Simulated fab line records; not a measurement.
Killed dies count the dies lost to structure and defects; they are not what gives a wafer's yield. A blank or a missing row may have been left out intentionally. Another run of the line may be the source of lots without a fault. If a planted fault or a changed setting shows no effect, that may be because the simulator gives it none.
fab line records    flow nand_harc
record: lots: 7  wafers: 21  last_day: 33
route steps=1302 shown A_CONTACT@1086
lots with no fault: from the same line, run without faults
start_h: hours from the record's opening day to when the first of the lot's shown wafers began    wait_h: how many hours have passed since the lot's step before this one    " as in the row above    L1.1+2: several wafers, shown together as one row    - either no value or no given start    * or withheld: withheld    < > ~ a bound
route shown NAME@n: NAME is a module with steps in the file, n the number in the route of the first one    usual: mean/standard deviation taken from wafers without a fault    same: alike in all rows    chamber/n: place in a boat    sites: the reading at each site    _std_site: the standard deviation of these    _edge_site: mean of outer sites minus mean of inner sites    radius_mm: how far each site lies from the wafer's centre    mask NAME#n: copy n    behind: tool/chamber where the wafer was last shaped    hold: cause of the lot's hold/its duration in hours/its outcome    device: the n, p or np transistor that did not switch    end of line: tests of these same wafers at the route's end    for a step that has no rows: nothing shown but its recipe    killed: not the wafer's yield, but the dies lost to structure and defects at the first sort    map: dies across one wafer; x = killed, . = not, _ = none there
set.NAME: setting as actually run; set.NAME@STEP: the setting as run at that earlier step    model.NAME: the simulator's own value behind a step, which no gauge read
lots at some steps of the route; a table a step, a row a wafer
services: when a tool's chamber went out of use (start_h, in hours from the record's first day, below 0 if earlier), for how many hours, and the reason
== steps ==
step: NHARC_A_CONTACT_ETCH_134
recipe: source_w: withheld  pressure_mtorr: 20  bias_v: withheld  time_s: 140  target_depth_a: 7000  ar_flow_sccm: withheld  c4f8_flow_sccm: withheld  o2_flow_sccm: withheld  chemistry: C4F8/O2/Ar
step: NHARC_A_CONTACT_ETCH_135
recipe: source_w: withheld  pressure_mtorr: 20  bias_v: 1200  time_s: 311  target_depth_a: 19120  ar_flow_sccm: withheld  c4f8_flow_sccm: withheld  o2_flow_sccm: withheld  chemistry: C4F8/O2/Ar
usual: run_length_s: 311/0
lot.wafer  tool             chamber  start_h  wait_h  rf_hours_counter_h  run_length_s
L755.1     har_cap_etch-02  1        534.48   0.2     87                  311
L755.3     "                1        "        "       -                   311
L755.6     "                1        "        "       -                   311
L757.1     har_cap_etch-02  1        562.18   0.2     93                  311
L757.2     "                0        "        "       93                  311
L757.4     "                1        "        "       -                   311
L758.3     har_cap_etch-03  1        571.46   0.2     -                   311
L758.5     "                0        "        "       -                   311
L758.6     "                1        "        "       -                   311
L762.1     har_cap_etch-03  0        604.98   0.2     61                  311
L762.2     "                1        "        "       61                  311
L762.3     "                1        "        "       -                   311
L764.1     har_cap_etch-02  1        608.69   0.2     103                 311
L764.3     "                1        "        "       -                   311
L764.4     "                0        "        "       -                   311
L770.2     har_cap_etch-02  1        694.95   0.2     119                 311
L770.3     "                0        "        "       -                   311
L770.5     "                1        "        "       -                   311
L774.1     har_cap_etch-01  1        734.99   0.2     43                  311
L774.6     "                0        "        "       -                   311
L774.5     "                1        "        "       -                   311
step: NHARC_A_CONTACT_ETCH_136
recipe: source_w: withheld  pressure_mtorr: 20  bias_v: 1200  time_s: 311  target_depth_a: 19120  ar_flow_sccm: withheld  c4f8_flow_sccm: withheld  o2_flow_sccm: withheld  chemistry: C4F8/O2/Ar
usual: run_length_s: 311/0
lot.wafer  tool             chamber  start_h  wait_h  rf_hours_counter_h  run_length_s
L755.1     har_cap_etch-02  1        534.75   0.2     87                  311
L755.3     "                1        "        "       -                   311
L755.6     "                1        "        "       -                   311
L757.1     har_cap_etch-02  1        562.45   0.2     93                  311
L757.2     "                0        "        "       93                  311
L757.4     "                1        "        "       -                   311
L758.3     har_cap_etch-03  1        571.73   0.2     -                   311
L758.5     "                0        "        "       -                   311
L758.6     "                1        "        "       -                   311
L762.1     har_cap_etch-03  0        605.25   0.2     61                  311
L762.2     "                1        "        "       61                  311
L762.3     "                1        "        "       -                   311
L764.1     har_cap_etch-02  1        608.96   0.2     103                 311
L764.3     "                1        "        "       -                   311
L764.4     "                0        "        "       -                   311
L770.2     har_cap_etch-02  1        695.22   0.2     119                 311
L770.3     "                0        "        "       -                   311
L770.5     "                1        "        "       -                   311
L774.1     har_cap_etch-01  1        735.26   0.2     44                  311
L774.6     "                0        "        "       -                   311
L774.5     "                1        "        "       -                   311
step: NHARC_A_CONTACT_ETCH_137
recipe: source_w: withheld  pressure_mtorr: 20  bias_v: 1200  time_s: 311  target_depth_a: 19120  ar_flow_sccm: withheld  c4f8_flow_sccm: withheld  o2_flow_sccm: withheld  chemistry: C4F8/O2/Ar
step: NHARC_A_CONTACT_ETCH_138
recipe: source_w: withheld  pressure_mtorr: 20  bias_v: 1200  time_s: 311  target_depth_a: 19140  ar_flow_sccm: withheld  c4f8_flow_sccm: withheld  o2_flow_sccm: withheld  chemistry: C4F8/O2/Ar
usual: run_length_s: 311/0
lot.wafer  tool             chamber  start_h  wait_h  rf_hours_counter_h  run_length_s
L755.1     har_cap_etch-02  1        535.30   0.2     88                  311
L755.3     "                1        "        "       -                   311
L755.6     "                1        "        "       -                   311
L757.1     har_cap_etch-02  1        562.99   0.2     94                  311
L757.2     "                0        "        "       94                  311
L757.4     "                1        "        "       -                   311
L758.3     har_cap_etch-03  1        572.28   0.2     -                   311
L758.5     "                0        "        "       -                   311
L758.6     "                1        "        "       -                   311
L762.1     har_cap_etch-03  0        605.79   0.2     61                  311
L762.2     "                1        "        "       61                  311
L762.3     "                1        "        "       -                   311
L764.1     har_cap_etch-02  1        609.50   0.2     104                 311
L764.3     "                1        "        "       -                   311
L764.4     "                0        "        "       -                   311
L770.2     har_cap_etch-02  1        695.76   0.2     119                 311
L770.3     "                0        "        "       -                   311
L770.5     "                1        "        "       -                   311
L774.1     har_cap_etch-01  1        735.81   0.2     44                  311
L774.6     "                0        "        "       -                   311
L774.5     "                1        "        "       -                   311
step: NHARC_A_CONTACT_ETCH_139
recipe: source_w: withheld  pressure_mtorr: 20  bias_v: 400  time_s: 195  target_depth_a: 8400  ar_flow_sccm: withheld  c4f8_flow_sccm: 11.5  o2_flow_sccm: 7.2  chemistry: C4F8/O2/Ar
usual: run_length_s: 226.5/0.43
lot.wafer  tool             chamber  start_h  wait_h  rf_hours_counter_h  run_length_s
L755.1     har_cap_etch-02  1        535.57   0.2     88                  226.8
L755.3     "                1        "        "       -                   226.6
L755.6     "                1        "        "       -                   226.8
L757.1     har_cap_etch-02  1        563.26   0.2     94                  227.0
L757.2     "                0        "        "       94                  226.6
L757.4     "                1        "        "       -                   226.7
L758.3     har_cap_etch-03  1        572.55   0.2     -                   226.5
L758.5     "                0        "        "       -                   226.8
L758.6     "                1        "        "       -                   226.4
L762.1     har_cap_etch-03  0        606.07   0.2     62                  226.6
L762.2     "                1        "        "       62                  226.3
L762.3     "                1        "        "       -                   226.7
L764.1     har_cap_etch-02  1        609.78   0.2     104                 227.0
L764.3     "                1        "        "       -                   226.7
L764.4     "                0        "        "       -                   226.9
L770.2     har_cap_etch-02  1        696.03   0.2     120                 227.1
L770.3     "                0        "        "       -                   226.6
L770.5     "                1        "        "       -                   226.5
L774.1     har_cap_etch-01  1        736.08   0.2     44                  226.3
L774.6     "                0        "        "       -                   225.5
L774.5     "                1        "        "       -                   226.3
step: NHARC_A_CONTACT_ETCH_92
recipe: target_depth_a: 400  over_etch_frac: 0.5  time_s: 85.7  ion_energy_ev: 120  ch3f_flow_sccm: 50  o2_flow_sccm: 30  ar_flow_sccm: 200  rf_w: 500  bias_w: 100  chemistry: CH3F/O2
step: NHARC_A_CONTACT_ETCH_98
recipe: target_depth_a: 200  over_etch_frac: 0.5  time_s: 10  ion_energy_ev: 250  c4f6_flow_sccm: 25  o2_flow_sccm: 20  ar_flow_sccm: 500  rf_w: 600  bias_w: 500  chemistry: C4F6/O2
usual: drypump_motor_current_A: 5.68/0.28  oes_product_au: 0.966/0.026  rf_vpp_V: 548/3.1  run_length_s: 31.00/0.24  showerhead_plenum_p_Torr: 3.95/0.14  throttle_valve_pct: 26.904/0.0082
lot.wafer  tool         chamber  start_h  wait_h  drypump_motor_current_A  oes_product_au  rf_hours_counter_h  rf_vpp_V  run_length_s  showerhead_plenum_p_Torr  throttle_valve_pct
L755.1     rie_diel-12  1        536.29   0.1     5.68                     1.002           22                  551       31.19         4.15                      26.892
L755.3     "            2        "        "       5.91                     1.001           22                  544       31.07         3.74                      26.887
L755.6     "            0        "        "       5.63                     1.009           -                   543       30.83         3.75                      26.905
L757.1     rie_diel-08  0        -        -       5.66                     0.970           1                   545       30.65         3.88                      26.925
L757.4     "            1        "        "       6.15                     0.976           1                   546       30.59         3.86                      26.903
L757.2     "            2        "        "       5.30                     0.980           1                   551       31.19         4.09                      26.903
L758.3     rie_diel-08  2        573.14   0.2     5.29                     0.952           1                   551       31.23         4.09                      26.910
L758.6     "            2        "        "       5.30                     0.964           -                   549       31.11         4.09                      26.921
L758.5     "            3        "        "       5.61                     0.953           -                   551       31.42         4.11                      26.891
L762.1     rie_diel-08  0        -        -       5.64                     0.961           10                  545       31.07         3.87                      26.893
L762.3     "            1        "        "       6.10                     0.967           8                   545       31.10         3.85                      26.909
L762.2     "            2        "        "       5.29                     0.966           9                   549       31.03         4.08                      26.909
L764.4     rie_diel-08  3        -        -       5.62                     0.956           11                  550       30.98         4.11                      26.913
L764.1     "            0        "        "       5.65                     0.941           11                  546       30.86         3.87                      26.918
L764.3     "            1        "        "       6.18                     0.943           9                   545       30.72         3.85                      26.900
L770.2     rie_diel-08  1        -        -       6.16                     0.952           20                  544       31.50         3.85                      26.908
L770.3     "            3        "        "       5.62                     0.957           22                  551       31.01         4.10                      26.906
L770.5     "            1        "        "       6.14                     0.944           -                   545       31.01         3.84                      26.890
L774.1     rie_diel-08  3        -        -       5.61                     1.004           1                   552       31.03         4.10                      26.904
L774.6     "            3        "        "       5.60                     1.012           -                   551       31.14         4.10                      26.916
L774.5     "            0        "        "       5.65                     1.015           -                   546       30.70         3.86                      26.915
step: NHARC_A_CONTACT_CD_MEAS_15
usual: cd_nm: 190.1/0.54
lot.wafer  tool       chamber  start_h  wait_h  cd_nm
L755.1     cd_sem-01  -        536.38   -       190.6
L755.3     "          -        "        "       190.4
L755.6     "          -        "        "       190.4
L757.1     cd_sem-01  -        564.03   -       190.4
L757.2     "          -        "        "       190.7
L757.4     "          -        "        "       190.2
L758.3     cd_sem-01  -        573.23   -       189.9
L758.5     "          -        "        "       189.2
L758.6     "          -        "        "       189.8
L762.1     cd_sem-03  -        606.84   -       190.0
L762.2     "          -        "        "       190.3
L762.3     "          -        "        "       190.2
L764.1     cd_sem-01  -        610.55   -       189.2
L764.3     "          -        "        "       189.9
L764.4     "          -        "        "       189.0
L770.2     cd_sem-01  -        696.77   -       189.7
L770.3     "          -        "        "       189.5
L770.5     "          -        "        "       189.9
L774.1     cd_sem-01  -        736.81   -       190.7
L774.5     "          -        "        "       190.1
L774.6     "          -        "        "       190.5
step: NHARC_A_CONTACT_STRIP_107
recipe: n2_flow_sccm: 150  h2_flow_sccm: 150  ar_flow_sccm: 0  bias_w: 0  chemistry: N2/H2
step: NHARC_A_CONTACT_STRIP_108
recipe: cf4_flow_sccm: 100  chf3_flow_sccm: 30  ar_flow_sccm: 0  bias_w: 0  chemistry: CF4/CHF3
step: NHARC_A_CONTACT_STRIP_109
recipe: o2_flow_sccm: 400  cos_flow_sccm: 20  ar_flow_sccm: 0  bias_w: 0  chemistry: O2/COS
step: NHARC_A_CONTACT_ETCH_110
recipe: target_depth_a: 600  overetch_a: 60  time_s: 33  ion_energy_ev: 100  cf4_flow_sccm: 80  o2_flow_sccm: 20  ar_flow_sccm: 0  rf_w: 300  bias_w: 100  chemistry: CF4/O2
usual: drypump_motor_current_A: 5.61/0.28  oes_product_au: 1.001/0.0081  rf_vpp_V: 197.9/1.6  run_length_s: 54.22/0.29  showerhead_plenum_p_Torr: 1.34/0.059  throttle_valve_pct: 13.397/0.0092
lot.wafer  tool         chamber  start_h  wait_h  drypump_motor_current_A  oes_product_au  rf_hours_counter_h  rf_vpp_V  run_length_s  showerhead_plenum_p_Torr  throttle_valve_pct
L755.3     rie_diel-08  3        536.67   0.1     5.60                     1.004           31                  198.2     54.36         1.40                      13.406
L755.1     "            1        "        "       6.07                     0.990           26                  196.3     53.76         1.31                      13.393
L755.6     "            0        "        "       5.64                     0.999           -                   196.7     54.10         1.32                      13.404
L757.4     rie_diel-08  3        564.32   0.1     5.58                     1.001           1                   200.5     54.26         1.40                      13.410
L757.1     "            1        "        "       6.11                     1.003           1                   197.4     54.19         1.31                      13.401
L757.2     "            2        "        "       5.26                     1.015           1                   199.3     54.33         1.39                      13.409
L758.3     rie_diel-08  2        573.56   0.1     5.30                     1.008           1                   200.2     54.71         1.39                      13.391
L758.5     "            3        "        "       5.60                     0.998           -                   198.9     49.89         1.40                      13.389
L758.6     "            2        "        "       5.27                     1.005           -                   200.1     54.22         1.39                      13.363
L762.3     rie_diel-08  0        607.13   0.0     5.64                     1.008           10                  195.3     54.04         1.32                      13.385
L762.1     "            1        "        "       6.15                     1.010           8                   197.2     49.78         1.31                      13.397
L762.2     "            2        "        "       5.28                     1.012           9                   200.1     54.46         1.39                      13.392
L764.1     rie_diel-08  2        610.85   0.1     5.30                     1.005           11                  198.9     50.45         1.39                      13.384
L764.4     "            3        "        "       5.59                     1.015           11                  198.7     54.09         1.40                      13.395
L764.3     "            1        "        "       6.12                     1.005           9                   196.4     54.01         1.31                      13.391
L770.3     rie_diel-01  1        697.06   0.1     5.38                     1.014           42                  200.9     54.57         1.41                      13.402
L770.2     "            2        "        "       6.05                     0.992           45                  197.8     53.54         1.33                      13.387
L770.5     "            1        "        "       5.39                     0.992           -                   200.3     54.15         1.41                      13.393
L774.1     rie_diel-08  1        737.16   0.1     6.12                     1.001           1                   198.3     54.15         1.31                      13.412
L774.5     "            2        "        "       5.28                     1.012           -                   198.6     54.27         1.39                      13.416
L774.6     "            3        "        "       5.64                     0.999           -                   198.4     54.08         1.40                      13.405
step: NHARC_A_CONTACT_STRIP_26
recipe: o2_flow_sccm: 500  ar_flow_sccm: 0  bias_w: 0  chemistry: O2
== services ==
tool             chamber  start_h  hours  kind
rie_diel-08      0        525.09   -      clean
rie_diel-08      1        525.09   -      clean
rie_diel-08      2        525.09   -      clean
rie_diel-08      3        525.09   -      clean
rie_diel-12      2        533.18   1.2    repair
rie_diel-08      0        545.63   9.0    vent_cycle
rie_diel-08      1        545.63   9.0    vent_cycle
har_cap_etch-01  -        549.38   0.9    repair
rie_diel-08      0        554.63   -      clean
rie_diel-08      1        554.63   -      clean
rie_diel-08      2        554.63   -      clean
rie_diel-08      2        554.63   -      consumable_replace:focus_ring
rie_diel-08      3        554.63   -      clean
rie_diel-01      -        555.21   0.2    repair
rie_diel-01      -        560.76   9.0    pm
rie_diel-08      1        568.42   6.1    repair
rie_diel-08      0        579.13   -      clean
rie_diel-08      1        579.13   -      clean
rie_diel-12      -        622.52   9.0    pm
har_cap_etch-02  -        635.17   0.1    repair
rie_diel-08      2        658.58   5.1    repair
rie_diel-08      -        666.06   0.3    repair
rie_diel-08      -        722.63   9.0    pm
rie_diel-01      3        734.63   6.7    repair
== key ==
first_sign: step: NHARC_A_CONTACT_ETCH_110  reading: run_length_s  direction: down  sigmas: 14  usual: *  struck: *
effect none on later readings
met_at NHARC_A_CONTACT_ETCH_110
struck_wafers L758.5,L762.1,L764.1
later_rows_left_out L758.5,L762.1,L764.1
sort_left_out L758.5,L762.1,L764.1
tester_left_out L758,L762,L764
onset_between 564.32 573.56
fault: kind: process_parameter_drift  tool: rie_diel-08  chamber: -  onset_h: 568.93  steps: NHARC_A_CONTACT_ETCH_110  channel: time_s  offset: *  shape: step  end_h: 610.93  scope: struck_wafers_only  acts_in: *  stated: *
tester_left_out: of these lots the tester's yield and bins aren't shown, on N5 and GAA mostly nor the transistor test; their killed dies are dies lost to structure and defects alone, not to doping, threshold or leakage, so they don't give the yield
sort_left_out: the simulated sort isn't trusted on such a fault, so these wafers' sort isn't shown, and their yield isn't known
later_rows_left_out: the simulator's readings of these wafers behind a module that went badly wrong aren't trusted and aren't shown, but for the sort
